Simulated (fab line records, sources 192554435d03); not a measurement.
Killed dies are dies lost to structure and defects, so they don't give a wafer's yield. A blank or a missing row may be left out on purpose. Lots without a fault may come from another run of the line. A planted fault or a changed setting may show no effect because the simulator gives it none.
Which tool did it? | flow n5_finfet | 12 lots, 36 wafers sampled, at 2 steps of a route of 1938

WHAT THE GAUGES READ, wafer by wafer
N5_BEOL_M9_CD_MEAS_28: target cd 70 nm.
lot  | measured     | on        | cd_nm (nm)
L074 | day 10 11:57 | cd_sem-03 | 70.04 70.48 70.06
L077 | day 11 09:06 | cd_sem-03 | 69.59 69.82 69.30
L081 | day 11 19:25 | cd_sem-01 | 69.96 70.31 70.30
L080 | day 12 11:54 | cd_sem-01 | 69.90 69.58 69.77
L084 | day 12 15:19 | cd_sem-02 | 69.91 70.10 70.07
L086 | day 13 01:10 | cd_sem-02 | 69.92 69.75 69.73
L090 | day 13 17:16 | cd_sem-03 | 70.41 69.91 70.46
L088 | day 14 03:04 | cd_sem-03 | 69.77 70.20 69.71
L092 | day 14 18:44 | cd_sem-01 | 70.21 69.80 69.96
L093 | day 14 21:43 | cd_sem-03 | 70.11 69.85 70.01
L095 | day 15 23:49 | cd_sem-01 | 70.36 70.14 70.16
L096 | day 16 04:53 | cd_sem-01 | 70.10 70.14 70.20

WHICH TOOL RAN EACH LOT (tool, then ch and the chambers of the sampled wafers, then the start)
lot  | N5_BEOL_M8_ANNEAL_51
L074 | rtp_anneal-01 ch 0, day 10 06:26
L077 | rtp_anneal-02 ch 0, day 11 03:19
L081 | rtp_anneal-02 ch 0, day 11 14:07
L080 | rtp_anneal-01 ch 0, day 12 04:20
L084 | rtp_anneal-01 ch 0, day 12 08:06
L086 | rtp_anneal-01 ch 0, day 12 21:30
L090 | rtp_anneal-01 ch 0, day 13 14:02
L088 | rtp_anneal-01 ch 0, day 13 20:01
L092 | rtp_anneal-02 ch 0, day 14 09:54
L093 | rtp_anneal-01 ch 0, day 14 13:45
L095 | rtp_anneal-01 ch 0, day 15 16:53
L096 | rtp_anneal-01 ch 0, day 15 19:56
- N5_BEOL_M8_ANNEAL_51: time 90 s.

THE ANSWER, worked out from the rows above alone
Rule: what is usual is taken from the lots themselves. Put in order of their means at a reading, lots are off if they are a third of the lots or fewer, leave a main group of 4 or more, and stand apart from it by a gap of 3 or more times the standard deviation of the main group's means; of several such gaps the widest counts. A main group whose means are all the same, to the digits that the tables above print for the reading, isn't used. A lot without any number at a reading at which 4 lots or more have one is off too. The other lots that the step has rows for count as sound.
No lot is off at any reading shown: from this, nothing can be told.

WHAT THE SIMULATOR HAD PUT IN
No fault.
